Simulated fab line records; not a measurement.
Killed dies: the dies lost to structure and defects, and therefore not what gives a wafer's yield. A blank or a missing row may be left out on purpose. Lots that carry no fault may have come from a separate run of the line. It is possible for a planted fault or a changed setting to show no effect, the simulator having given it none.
fab line records	flow nand-harc
record lots=24	wafers=72	last-day=33
route steps=1302 shown P_BONDPAD@365 A_ZERO_WELL@401 A_ONON_D1@445 A_CHANNEL_HOLE_D2@585
lots that met no fault: taken from a fault-free run of the same line
start-h: hours from the record's opening day to when the first of the lot's shown wafers began	wait-h: hours since the lot's step before	" unchanged from the row above	L1.1+2: a row that stands for several wafers	- no value, or no start given	* or withheld: withheld	< > ~ a bound
route shown NAME@n: a module of which the file shows steps, and the number in the route of the first	usual: average and standard deviation across the fault-free wafers	same: alike in all rows	chamber/n: place in a boat	sites: each site's reading	_std_site: how widely they spread, as a standard deviation	_edge_site: inner sites' mean taken away from outer sites' mean	radius-mm: for every site, how far away it sits from the centre of the wafer	mask NAME#n: copy n	behind: the tool/chamber that last shaped the wafer	hold: why the lot went on hold/how many hours it stayed there/how the hold came to an end	device: the transistor (n, p or np) that didn't switch	end of line: at the end of the route, the tests of the same wafers	a step without rows: its recipe alone	killed: the dies lost at the first sort to structure and to defects; this is not the yield of the wafer	map: a wafer's dies, marking killed ones x, the rest . and places with no die _
set.NAME: setting as actually run; set.NAME@STEP: the setting as run at that earlier step	model.NAME: the simulator's own value behind a step, which no gauge read
route steps across a sampled set of lots; one table per step, one row per wafer
services: when a tool's chamber went out of use (start-h, in hours from the record's first day, below 0 if earlier), for how many hours, and the reason
## steps
# step NHARC_P_BONDPAD_OVL_MEAS_38
# usual overlay-x-nm=-1/5.3	overlay-y-nm=0/6.5
lot.wafer	tool	chamber	start-h	wait-h	overlay-x-nm	overlay-y-nm
L074.1	overlay-02	-	141.17	-	4	-4
L074.2	"	-	"	"	4	-4
L074.6	"	-	"	"	4	-4
L075.2	overlay-01	-	146.87	-	3	6
L075.3	"	-	"	"	3	6
L075.4	"	-	"	"	2	5
L076.1	overlay-01	-	151.67	-	-4	8
L076.2	"	-	"	"	-3	8
L076.5	"	-	"	"	-3	8
L077.2	overlay-02	-	168.67	-	1	-1
L077.4	"	-	"	"	2	-2
L077.6	"	-	"	"	2	-1
L078.2	overlay-02	-	177.05	-	-3	-10
L078.3	"	-	"	"	-3	-10
L078.6	"	-	"	"	-3	-9
L079.1	overlay-01	-	181.73	-	7	6
L079.2	"	-	"	"	7	6
L079.5	"	-	"	"	7	6
L080.3	overlay-02	-	197.43	-	8	2
L080.5	"	-	"	"	8	2
L080.6	"	-	"	"	9	2
L081.1	overlay-02	-	199.19	-	-2	2
L081.3	"	-	"	"	-2	1
L081.6	"	-	"	"	-2	1
L082.1	overlay-02	-	209.19	-	-2	4
L082.3	"	-	"	"	-2	4
L082.5	"	-	"	"	-2	3
L083.1	overlay-02	-	223.21	-	-8	5
L083.2	"	-	"	"	-7	5
L083.5	"	-	"	"	-8	5
L084.3	overlay-02	-	236.96	-	-1	4
L084.5	"	-	"	"	-2	5
L084.6	"	-	"	"	-1	5
L085.3	overlay-01	-	239.90	-	1	3
L085.5	"	-	"	"	1	2
L085.6	"	-	"	"	1	3
L086.2	overlay-01	-	257.73	-	-1	4
L086.3	"	-	"	"	-2	4
L086.6	"	-	"	"	-1	4
L088.4	overlay-01	-	279.86	-	-1	0
L088.5	"	-	"	"	0	-1
L088.6	"	-	"	"	0	0
L087.1	overlay-01	-	280.57	-	-9	-9
L087.5	"	-	"	"	-8	-9
L087.6	"	-	"	"	-8	-9
L089.1	overlay-02	-	281.61	-	-10	-5
L089.3	"	-	"	"	-10	-6
L089.4	"	-	"	"	-10	-5
L090.2	overlay-01	-	295.15	-	2	-2
L090.3	"	-	"	"	3	-2
L090.6	"	-	"	"	2	-2
L091.2	overlay-02	-	304.91	-	7	7
L091.3	"	-	"	"	7	7
L091.6	"	-	"	"	6	7
L092.1	overlay-02	-	316.31	-	-4	0
L092.5	"	-	"	"	-4	1
L092.6	"	-	"	"	-4	1
L093.2	overlay-01	-	320.06	-	4	4
L093.3	"	-	"	"	4	5
L093.5	"	-	"	"	4	4
L094.1	overlay-02	-	334.49	-	-1	10
L094.3	"	-	"	"	0	10
L094.6	"	-	"	"	-1	10
L095.1	overlay-01	-	345.17	-	-10	-10
L095.4	"	-	"	"	-10	-11
L095.5	"	-	"	"	-10	-11
L096.1	overlay-02	-	349.93	-	-7	-4
L096.3	"	-	"	"	-6	-5
L096.4	"	-	"	"	-6	-4
L097.2	overlay-01	-	365.77	-	6	-16
L097.4	"	-	"	"	6	-16
L097.5	"	-	"	"	6	-16
# step NHARC_P_BONDPAD_ANNEAL_28
# recipe temp-c=225	time-s=90
# usual wafer_temp_C_max=225.87/0.29
lot.wafer	tool	chamber	start-h	wait-h	wafer_temp_C_max
L074.1	rtp-anneal-01	0	142.97	0.3	225.80
L074.2	"	0	"	"	225.85
L074.6	"	0	"	"	225.27
L075.2	rtp-anneal-02	0	148.75	0.3	226.04
L075.3	"	0	"	"	226.13
L075.4	"	0	"	"	225.91
L076.1	rtp-anneal-01	0	153.49	-	225.96
L076.2	"	0	"	"	225.55
L076.5	"	0	"	"	225.60
L077.2	rtp-anneal-02	0	171.45	-	226.37
L077.4	"	0	"	"	226.11
L077.6	"	0	"	"	225.81
L078.2	rtp-anneal-01	0	178.89	-	225.69
L078.3	"	0	"	"	225.77
L078.6	"	0	"	"	225.56
L079.1	rtp-anneal-01	0	183.53	0.3	226.44
L079.2	"	0	"	"	225.60
L079.5	"	0	"	"	225.69
L080.3	rtp-anneal-01	0	199.41	-	225.32
L080.5	"	0	"	"	225.78
L080.6	"	0	"	"	225.49
L081.1	rtp-anneal-01	0	201.00	0.3	225.63
L081.3	"	0	"	"	225.83
L081.6	"	0	"	"	225.83
L082.1	rtp-anneal-01	0	210.98	-	225.85
L082.3	"	0	"	"	225.69
L082.5	"	0	"	"	226.00
L083.1	rtp-anneal-01	0	225.06	-	226.16
L083.2	"	0	"	"	225.59
L083.5	"	0	"	"	225.66
L084.3	rtp-anneal-01	0	238.86	0.3	225.92
L084.5	"	0	"	"	225.49
L084.6	"	0	"	"	225.43
L085.3	rtp-anneal-02	0	241.91	0.3	226.34
L085.5	"	0	"	"	226.01
L085.6	"	0	"	"	225.72
L086.2	rtp-anneal-02	0	259.57	0.3	225.87
L086.3	"	0	"	"	226.03
L086.6	"	0	"	"	226.51
L088.4	rtp-anneal-01	0	281.81	0.4	225.66
L088.5	"	0	"	"	226.14
L088.6	"	0	"	"	225.81
L087.1	rtp-anneal-02	0	282.37	0.3	226.32
L087.5	"	0	"	"	226.27
L087.6	"	0	"	"	226.13
L089.1	rtp-anneal-02	0	283.41	-	226.36
L089.3	"	0	"	"	225.99
L089.4	"	0	"	"	226.12
L090.2	rtp-anneal-02	0	297.09	-	226.02
L090.3	"	0	"	"	226.14
L090.6	"	0	"	"	226.59
L091.2	rtp-anneal-02	0	306.83	0.3	226.24
L091.3	"	0	"	"	226.14
L091.6	"	0	"	"	226.17
L092.1	rtp-anneal-01	0	318.17	-	225.55
L092.5	"	0	"	"	225.93
L092.6	"	0	"	"	225.81
L093.2	rtp-anneal-01	0	321.94	-	225.22
L093.3	"	0	"	"	225.68
L093.5	"	0	"	"	225.29
L094.1	rtp-anneal-02	0	336.29	-	225.89
L094.3	"	0	"	"	226.21
L094.6	"	0	"	"	226.01
L095.1	rtp-anneal-02	0	347.38	0.6	226.20
L095.4	"	0	"	"	226.36
L095.5	"	0	"	"	225.84
L096.1	rtp-anneal-02	0	351.73	0.3	225.82
L096.3	"	0	"	"	226.00
L096.4	"	0	"	"	226.00
L097.2	rtp-anneal-02	0	367.62	0.3	225.96
L097.4	"	0	"	"	225.75
L097.5	"	0	"	"	226.00
# step NHARC_A_ZERO_WELL_CD_MEAS_10
# recipe target-cd-nm=2000	landing-energy-ev=500
# usual cd-nm=1999.6/2
lot.wafer	tool	chamber	start-h	wait-h	cd-nm
L074.1	cd-sem-01	0	145.18	-	2001.0
L074.2	"	0	"	"	2003.0
L074.6	"	0	"	"	2000.2
L075.2	cd-sem-02	0	150.89	-	1997.3
L075.3	"	0	"	"	1996.6
L075.4	"	0	"	"	1997.0
L076.1	cd-sem-01	0	155.68	-	2001.6
L076.2	"	0	"	"	2003.9
L076.5	"	0	"	"	1998.7
L077.2	cd-sem-01	0	173.61	-	2000.4
L077.4	"	0	"	"	1999.2
L077.6	"	0	"	"	2000.2
L078.2	cd-sem-03	0	180.91	-	2000.5
L078.3	"	0	"	"	2000.7
L078.6	"	0	"	"	2000.8
L079.1	cd-sem-01	0	185.75	-	2000.0
L079.2	"	0	"	"	2000.0
L079.5	"	0	"	"	1998.7
L080.3	cd-sem-02	0	201.55	-	2001.1
L080.5	"	0	"	"	1999.4
L080.6	"	0	"	"	2002.2
L081.1	cd-sem-02	0	203.21	-	1999.9
L081.3	"	0	"	"	1997.7
L081.6	"	0	"	"	1997.1
L082.1	cd-sem-02	0	213.07	-	1998.7
L082.3	"	0	"	"	1996.2
L082.5	"	0	"	"	1997.6
L083.1	cd-sem-02	0	227.57	-	1998.1
L083.2	"	0	"	"	1997.6
L083.5	"	0	"	"	2000.4
L084.3	cd-sem-03	0	240.87	-	2005.0
L084.5	"	0	"	"	2002.0
L084.6	"	0	"	"	1999.1
L085.3	cd-sem-01	0	243.91	-	2000.0
L085.5	"	0	"	"	1999.0
L085.6	"	0	"	"	1999.4
L086.2	cd-sem-03	0	261.74	-	1997.8
L086.3	"	0	"	"	1998.4
L086.6	"	0	"	"	1999.3
L088.4	cd-sem-02	0	283.71	-	2000.3
L088.5	"	0	"	"	1999.1
L088.6	"	0	"	"	1998.8
L087.1	cd-sem-01	0	284.57	-	1997.1
L087.5	"	0	"	"	2000.4
L087.6	"	0	"	"	2000.4
L089.1	cd-sem-03	0	285.59	-	1999.5
L089.3	"	0	"	"	2003.2
L089.4	"	0	"	"	2002.2
L090.2	cd-sem-02	0	299.22	-	1997.1
L090.3	"	0	"	"	2000.3
L090.6	"	0	"	"	1999.8
L091.2	cd-sem-02	0	309.09	-	2002.3
L091.3	"	0	"	"	2000.3
L091.6	"	0	"	"	2001.5
L092.1	cd-sem-03	0	320.22	-	2001.7
L092.5	"	0	"	"	1997.2
L092.6	"	0	"	"	1997.9
L093.2	cd-sem-02	0	324.12	-	1997.8
L093.3	"	0	"	"	2002.3
L093.5	"	0	"	"	2000.7
L094.1	cd-sem-03	0	338.46	-	1995.0
L094.3	"	0	"	"	1997.9
L094.6	"	0	"	"	1998.0
L095.1	cd-sem-02	0	349.60	-	1999.9
L095.4	"	0	"	"	2000.9
L095.5	"	0	"	"	2000.1
L096.1	cd-sem-01	0	353.79	-	1998.7
L096.3	"	0	"	"	2000.2
L096.4	"	0	"	"	1999.0
L097.2	cd-sem-03	0	369.68	-	1999.4
L097.4	"	0	"	"	1996.8
L097.5	"	0	"	"	1998.4
# step NHARC_A_ONON_D1_THK_MEAS_30
# recipe thk-meas-gauge=ellipsometry
# usual thk-nm=1000/12
lot.wafer	tool	chamber	start-h	wait-h	thk-nm
L075.2	film-metro-01	-	184.73	-	999
L075.3	"	-	"	"	999
L075.4	"	-	"	"	998
L074.1	film-metro-02	-	184.73	-	1022
L074.2	"	-	"	"	1020
L074.6	"	-	"	"	1022
L076.1	film-metro-01	-	194.41	-	996
L076.2	"	-	"	"	996
L076.5	"	-	"	"	996
L077.2	film-metro-02	-	209.58	-	969
L077.4	"	-	"	"	972
L077.6	"	-	"	"	970
L078.2	film-metro-02	-	218.01	-	998
L078.3	"	-	"	"	995
L078.6	"	-	"	"	997
L079.1	film-metro-01	-	218.05	-	995
L079.2	"	-	"	"	995
L079.5	"	-	"	"	994
L081.1	film-metro-01	-	241.59	-	1002
L081.3	"	-	"	"	1002
L081.6	"	-	"	"	1004
L080.3	film-metro-02	-	241.64	-	992
L080.5	"	-	"	"	991
L080.6	"	-	"	"	991
L082.1	film-metro-01	-	255.66	-	993
L082.3	"	-	"	"	992
L082.5	"	-	"	"	993
L083.1	film-metro-02	-	262.30	-	1007
L083.2	"	-	"	"	1007
L083.5	"	-	"	"	1007
L084.3	film-metro-01	-	278.30	-	981
L084.5	"	-	"	"	981
L084.6	"	-	"	"	981
L085.3	film-metro-02	-	278.30	-	1002
L085.5	"	-	"	"	1001
L085.6	"	-	"	"	1000
L086.2	film-metro-02	-	296.59	-	1024
L086.3	"	-	"	"	1024
L086.6	"	-	"	"	1022
L088.4	film-metro-02	-	319.74	-	1004
L088.5	"	-	"	"	1005
L088.6	"	-	"	"	1004
L087.1	film-metro-01	-	319.83	-	1005
L087.5	"	-	"	"	1005
L087.6	"	-	"	"	1006
L089.1	film-metro-02	-	320.02	-	1009
L089.3	"	-	"	"	1008
L089.4	"	-	"	"	1009
L090.2	film-metro-02	-	337.19	-	996
L090.3	"	-	"	"	997
L090.6	"	-	"	"	997
L091.2	film-metro-02	-	344.57	-	1017
L091.3	"	-	"	"	1014
L091.6	"	-	"	"	1015
L092.1	film-metro-01	-	355.04	-	1012
L092.5	"	-	"	"	1013
L092.6	"	-	"	"	1014
L093.2	film-metro-02	-	358.57	-	1005
L093.3	"	-	"	"	1005
L093.5	"	-	"	"	1005
L094.1	film-metro-01	-	374.27	-	988
L094.3	"	-	"	"	986
L094.6	"	-	"	"	987
L095.1	film-metro-01	-	383.63	-	996
L095.4	"	-	"	"	998
L095.5	"	-	"	"	998
L096.1	film-metro-01	-	389.77	-	992
L096.3	"	-	"	"	991
L096.4	"	-	"	"	991
L097.2	film-metro-01	-	407.34	-	998
L097.4	"	-	"	"	996
L097.5	"	-	"	"	997
# step NHARC_A_CHANNEL_HOLE_D2_DESCUM_15
# recipe time-s=3	o2-flow-sccm=200	ar-flow-sccm=0	bias-power-w=0	chemistry=O2
# usual drypump-motor-current-A=5.7/0.37	o2-flow-sccm=200.0/0.57	oes-product-au=0.995/0.011	rf-vpp-V=57.6/0.9	showerhead-plenum-p-Torr=1.87/0.071	throttle-valve-pct=11.311/0.0095
lot.wafer	tool	chamber	start-h	wait-h	drypump-motor-current-A	o2-flow-sccm	oes-product-au	rf-hours-counter-h	rf-vpp-V	showerhead-plenum-p-Torr	throttle-valve-pct
L074.1	rie-diel-09	2	295.83	0.1	6.4	199.7	1.015	8.2	58.3	2.01	11.302
L074.2	"	3	"	"	5.7	200.1	1.009	6.2	57.4	1.93	11.308
L074.6	"	2	"	"	6.4	199.2	1.005	-	57.6	2.01	11.314
L075.2	rie-diel-05	2	296.35	0.1	6.2	200.1	1.007	3.5	59.2	1.95	11.305
L075.4	"	3	"	"	6.0	200.0	0.990	3.6	56.7	1.83	11.315
L075.3	"	0	"	"	5.3	200.2	0.976	3.6	58.4	1.79	11.311
L076.2	rie-diel-05	0	305.33	0.1	5.4	199.9	0.986	4.6	57.0	1.79	11.305
L076.1	"	1	"	"	5.6	200.4	1.011	5.3	59.6	1.90	11.303
L076.5	"	1	"	"	5.6	200.6	1.002	-	57.3	1.90	11.297
L077.4	rie-diel-05	3	319.28	0.1	6.0	199.9	0.978	5.3	57.4	1.82	11.324
L077.2	"	0	"	"	5.3	200.5	0.997	5.5	57.7	1.79	11.316
L077.6	"	0	"	"	5.3	200.0	0.992	-	56.1	1.79	11.302
L078.3	rie-diel-05	2	330.50	0.1	6.2	199.5	1.003	5.8	57.0	1.94	11.306
L078.2	"	3	"	"	6.0	199.7	0.984	5.8	57.2	1.82	11.318
L078.6	"	0	"	"	5.4	199.3	0.985	-	57.3	1.79	11.309
L079.2	rie-diel-05	2	330.80	0.1	6.2	200.6	0.994	6.0	58.9	1.94	11.306
L079.1	"	0	"	"	5.4	199.9	0.990	6.6	56.4	1.79	11.307
L079.5	"	2	"	"	6.2	199.7	0.992	-	57.6	1.94	11.302
L081.3	rie-diel-12	0	352.08	0.1	5.2	198.8	1.004	4.2	57.1	1.82	11.314
L081.1	"	1	"	"	5.8	200.1	0.987	3.8	59.1	1.83	11.305
L081.6	"	3	"	"	5.4	200.2	1.004	-	56.3	1.83	11.319
L080.3	rie-diel-05	2	353.21	0.1	6.2	200.8	0.995	7.1	58.3	1.94	11.309
L080.6	"	3	"	"	6.0	201.2	0.989	-	57.0	1.82	11.303
L080.5	"	0	"	"	5.3	199.7	0.995	-	57.9	1.79	11.317
L082.1	rie-diel-12	2	385.03	0.1	5.6	200.2	0.968	4.3	57.6	1.92	11.321
L082.3	"	3	"	"	5.4	200.0	1.013	5.4	59.0	1.83	11.287
L082.5	"	1	"	"	5.8	200.4	0.986	-	56.8	1.83	11.294
L083.2	rie-diel-09	1	386.54	0.1	5.1	199.1	1.007	4.0	59.1	2.05	11.311
L083.1	"	2	"	"	6.4	200.3	1.013	3.5	58.5	2.00	11.320
L083.5	"	0	"	"	5.1	199.1	1.009	-	58.3	1.84	11.331
L084.3	rie-diel-09	1	389.72	0.1	5.1	199.3	1.008	4.6	57.9	2.05	11.321
L084.6	"	0	"	"	5.1	200.8	1.020	-	56.7	1.84	11.316
L084.5	"	1	"	"	5.1	200.6	1.000	-	58.9	2.05	11.316
L085.3	rie-diel-05	1	390.39	0.1	5.6	199.5	0.996	10.1	57.9	1.90	11.312
L085.5	"	2	"	"	6.2	200.5	0.999	-	56.3	1.94	11.319
L085.6	"	3	"	"	6.0	200.7	0.996	-	57.9	1.82	11.324
L086.3	rie-diel-05	1	419.30	0.1	5.6	199.7	0.998	0.1	57.9	1.90	11.319
L086.2	"	3	"	"	5.9	200.6	0.993	0.1	58.0	1.82	11.318
L086.6	"	1	"	"	5.6	199.2	0.981	-	58.1	1.90	11.312
L087.1	rie-diel-05	2	432.25	0.1	6.2	201.1	0.989	1.2	57.8	1.94	11.301
L087.5	"	0	"	"	5.3	200.7	0.990	-	57.0	1.79	11.323
L087.6	"	1	"	"	5.6	201.2	0.991	-	56.7	1.90	11.320
L088.4	rie-diel-12	1	432.43	0.1	5.8	199.5	0.994	7.0	58.3	1.83	11.302
L088.6	"	2	"	"	5.6	199.2	0.978	-	57.3	1.92	11.310
L088.5	"	3	"	"	5.4	200.5	1.007	-	57.7	1.83	11.294
L089.3	rie-diel-05	3	434.24	0.1	5.9	199.2	0.999	1.6	56.6	1.82	11.326
L089.1	"	0	"	"	5.4	199.2	0.994	1.9	56.7	1.79	11.318
L089.4	"	2	"	"	6.2	200.1	0.991	-	57.7	1.94	11.312
L090.3	rie-diel-05	2	448.38	0.1	6.2	200.7	0.999	2.9	58.9	1.94	11.312
L090.2	"	0	"	"	5.3	199.5	0.989	3.2	58.5	1.79	11.308
L090.6	"	1	"	"	5.6	199.7	0.998	-	59.1	1.90	11.295
L091.3	rie-diel-05	3	463.24	0.1	6.0	200.5	0.984	3.8	57.2	1.82	11.312
L091.2	"	2	"	"	6.2	199.9	0.985	3.7	58.2	1.94	11.323
L091.6	"	0	"	"	5.4	199.7	0.985	-	58.5	1.79	11.303
L092.1	rie-diel-05	3	476.48	0.1	6.0	200.4	1.003	4.8	56.7	1.82	11.311
L092.6	"	3	"	"	6.0	200.2	1.007	-	57.1	1.82	11.304
L092.5	"	0	"	"	5.4	200.5	0.990	-	58.8	1.79	11.304
L093.2	rie-diel-09	3	476.85	0.1	5.7	199.6	0.999	9.4	57.6	1.92	11.293
L093.3	"	1	"	"	5.1	201.0	0.995	10.0	58.4	2.05	11.305
L093.5	"	3	"	"	5.7	199.2	1.002	-	58.6	1.92	11.304
L094.1	rie-diel-12	3	487.58	0.1	5.4	200.6	1.010	1.4	57.0	1.83	11.315
L094.3	"	1	"	"	5.7	199.3	0.982	0.9	59.2	1.83	11.319
L094.6	"	0	"	"	5.2	200.5	0.996	-	56.1	1.81	11.312
L095.4	rie-diel-12	2	504.43	0.1	5.6	199.6	0.976	2.6	57.8	1.92	11.338
L095.1	"	1	"	"	5.8	199.5	0.978	2.5	56.3	1.82	11.313
L095.5	"	3	"	"	5.4	199.7	0.999	-	56.1	1.83	11.307
L096.1	rie-diel-12	3	514.09	0.1	5.4	200.8	1.004	4.1	58.3	1.83	11.314
L096.4	"	1	"	"	5.8	199.8	0.989	3.7	57.9	1.82	11.301
L096.3	"	2	"	"	5.6	200.3	0.973	3.7	57.9	1.92	11.299
L097.4	rie-diel-05	1	525.20	0.1	5.6	199.7	1.007	6.5	58.9	1.90	11.320
L097.2	"	2	"	"	6.2	199.0	0.995	7.0	59.5	1.94	11.315
L097.5	"	0	"	"	5.3	200.9	0.989	-	57.0	1.78	11.313
# step NHARC_A_CHANNEL_HOLE_D2_ETCH_26
# recipe bias-v=300	source-w=2000	pressure-mtorr=30	time-s=224.1	ar-flow-sccm=375	c4f8-flow-sccm=11.4	o2-flow-sccm=113.6	temp-c=-20	target-depth-a=3000	chemistry=C4F8/O2/Ar
# usual bias-v=300/3.2	c4f8-flow-sccm=11.40/0.034	drypump-motor-current-A=5.4/0.59	o2-flow-sccm=113.6/0.37	showerhead-plenum-p-Torr=3.74/0.1	throttle-valve-pct=24.584/0.0096
lot.wafer	tool	chamber	start-h	wait-h	bias-v	c4f8-flow-sccm	drypump-motor-current-A	o2-flow-sccm	rf-hours-counter-h	showerhead-plenum-p-Torr	throttle-valve-pct
L074.2	har-etch-02	1	300.78	0.7	304	11.41	5.2	113.6	344	3.79	24.591
L074.1	"	0	"	"	303	11.44	6.3	113.6	366	3.63	24.587
L074.6	"	1	"	"	305	11.40	5.2	113.8	-	3.79	24.594
L075.2	har-etch-01	0	301.35	0.6	296	11.44	4.7	113.6	161	3.74	24.600
L075.3	"	1	"	"	299	11.43	5.4	113.1	-	3.74	24.584
L075.4	"	0	"	"	300	11.37	4.7	113.6	-	3.74	24.599
L076.2	har-etch-01	1	310.29	0.7	300	11.35	5.4	113.3	168	3.73	24.590
L076.1	"	0	"	"	304	11.41	4.7	113.2	168	3.73	24.575
L076.5	"	1	"	"	298	11.42	5.4	113.2	-	3.73	24.582
L077.2	har-etch-02	1	324.27	0.6	302	11.35	5.2	113.6	355	3.78	24.576
L077.4	"	1	"	"	304	11.38	5.2	113.8	-	3.78	24.570
L077.6	"	1	"	"	298	11.33	5.2	113.6	-	3.78	24.585
L078.2	har-etch-02	1	336.76	0.7	299	11.39	5.2	113.8	367	3.78	24.591
L078.3	"	1	"	"	299	11.36	5.2	114.0	-	3.77	24.579
L078.6	"	1	"	"	302	11.43	5.2	113.2	-	3.77	24.578
L079.1	har-etch-01	0	339.25	0.7	296	11.45	4.7	113.8	183	3.72	24.598
L079.2	"	1	"	"	300	11.46	5.4	112.8	183	3.72	24.592
L079.5	"	1	"	"	305	11.41	5.4	112.9	-	3.72	24.583
L081.1	har-etch-01	0	358.29	0.6	298	11.36	4.7	112.9	191	3.72	24.595
L081.3	"	1	"	"	305	11.36	5.5	113.9	-	3.72	24.587
L081.6	"	0	"	"	299	11.43	4.7	113.0	-	3.72	24.582
L080.3	har-etch-02	1	360.57	0.5	300	11.42	5.2	113.4	-	3.77	24.596
L080.5	"	1	"	"	304	11.41	5.2	113.8	-	3.77	24.579
L080.6	"	0	"	"	300	11.36	6.4	114.1	-	3.61	24.561
L082.1	har-etch-01	0	390.23	0.6	304	11.40	4.7	113.8	214	3.71	24.578
L082.3	"	0	"	"	303	11.43	4.7	113.7	-	3.71	24.611
L082.5	"	0	"	"	301	11.41	4.7	113.7	-	3.71	24.582
L083.2	har-etch-01	0	394.34	0.7	300	11.45	4.8	113.6	217	3.70	24.585
L083.1	"	1	"	"	299	11.40	5.4	114.0	217	3.70	24.585
L083.5	"	1	"	"	303	11.41	5.4	113.7	-	3.70	24.568
L084.3	har-etch-02	1	399.10	0.5	299	11.43	5.2	113.0	-	3.76	24.578
L084.5	"	1	"	"	299	11.39	5.2	113.8	-	3.76	24.601
L084.6	"	0	"	"	301	11.48	6.4	114.0	-	3.99	24.591
L085.3	har-etch-01	0	402.74	0.5	296	11.40	4.8	113.3	-	3.70	24.582
L085.5	"	0	"	"	296	11.43	4.7	113.5	-	3.70	24.582
L085.6	"	1	"	"	302	11.47	5.5	113.0	-	3.70	24.573
L086.2	har-etch-02	1	424.32	0.6	297	11.42	5.2	113.8	15	3.75	24.584
L086.3	"	1	"	"	300	11.40	5.2	113.8	-	3.75	24.579
L086.6	"	1	"	"	297	11.41	5.2	114.2	-	3.75	24.583
L087.1	har-etch-02	0	437.19	0.7	301	11.35	6.4	113.8	23	3.98	24.594
L087.6	"	0	"	"	298	11.39	6.3	113.3	-	3.98	24.579
L087.5	"	1	"	"	293	11.35	5.2	114.3	-	3.75	24.572
L088.4	har-etch-01	1	437.43	0.5	300	11.44	5.4	114.0	-	3.69	24.567
L088.6	"	1	"	"	299	11.34	5.4	113.9	-	3.69	24.567
L088.5	"	0	"	"	298	11.39	4.7	113.2	-	3.69	24.588
L089.1	har-etch-02	1	441.35	0.7	305	11.36	5.2	113.0	27	3.75	24.588
L089.3	"	1	"	"	300	11.35	5.2	113.4	-	3.75	24.596
L089.4	"	0	"	"	299	11.35	6.4	114.4	-	3.98	24.575
L090.2	har-etch-01	0	453.37	0.6	299	11.36	4.7	113.2	252	3.68	24.576
L090.3	"	1	"	"	300	11.40	5.4	113.7	-	3.68	24.583
L090.6	"	1	"	"	296	11.38	5.4	113.7	-	3.68	24.575
L091.2	har-etch-01	1	470.38	0.7	300	11.35	5.4	113.9	263	3.68	24.604
L091.3	"	1	"	"	301	11.36	5.5	114.1	-	3.68	24.584
L091.6	"	1	"	"	299	11.40	5.4	113.8	-	3.68	24.581
L092.1	har-etch-01	1	481.47	0.6	303	11.37	5.4	113.3	271	3.67	24.588
L092.6	"	0	"	"	302	11.42	4.7	113.9	-	3.67	24.570
L092.5	"	1	"	"	299	11.37	5.5	113.7	-	3.67	24.586
L093.2	har-etch-02	1	481.78	0.7	300	11.36	5.2	114.0	53	3.73	24.591
L093.3	"	0	"	"	299	11.42	6.3	113.8	-	3.96	24.593
L093.5	"	0	"	"	296	11.39	6.4	114.2	-	3.96	24.583
L094.1	har-etch-02	1	492.58	0.6	298	11.42	5.2	113.5	57	3.73	24.606
L094.3	"	1	"	"	299	11.40	5.2	114.4	-	3.73	24.587
L094.6	"	1	"	"	298	11.41	5.2	113.2	-	3.73	24.600
L095.1	har-etch-02	1	511.26	0.7	301	11.40	5.2	113.9	69	3.72	24.588
L095.4	"	0	"	"	299	11.42	6.4	113.7	-	3.95	24.585
L095.5	"	0	"	"	297	11.36	6.4	113.2	-	3.95	24.595
L096.1	har-etch-01	1	519.11	0.6	298	11.41	5.4	113.2	294	3.66	24.596
L096.3	"	0	"	"	303	11.37	4.7	113.7	-	3.66	24.572
L096.4	"	1	"	"	303	11.40	5.4	113.9	-	3.66	24.572
L097.2	har-etch-01	0	530.21	0.6	301	11.39	4.7	113.7	298	3.66	24.570
L097.4	"	1	"	"	301	11.36	5.4	113.6	-	3.66	24.588
L097.5	"	1	"	"	298	11.33	5.4	113.6	-	3.66	24.586
## services
tool	chamber	start-h	hours	kind
rie-diel-09	1	126.39	13.9	repair
rie-diel-09	2	134.92	6.7	repair
rie-diel-09	-	143.17	9.0	pm
rie-diel-05	-	179.05	1.7	repair
rie-diel-12	1	190.19	8.3	repair
rie-diel-09	3	190.44	5.8	repair
rie-diel-09	-	200.90	0.7	repair
rie-diel-12	0	212.10	42.8	repair
rie-diel-05	-	229.63	9.0	pm
har-etch-01	-	240.63	3.7	repair
rie-diel-12	-	252.16	0.4	repair
rie-diel-09	-	260.27	0.2	repair
rie-diel-12	-	268.45	9.0	pm
rie-diel-12	0	301.09	3.1	repair
har-etch-02	-	320.03	0.0	repair
rie-diel-09	-	320.17	9.0	pm
rie-diel-09	0	353.72	9.9	repair
rtp-anneal-01	-	372.00	12.0	pm
har-etch-02	-	378.25	17.0	pm
rie-diel-05	3	383.23	6.0	repair
rie-diel-05	-	406.63	9.0	pm
har-etch-01	-	427.78	1.1	repair
rie-diel-05	1	433.88	5.0	repair
rie-diel-12	-	445.45	9.0	pm
## key
fault none
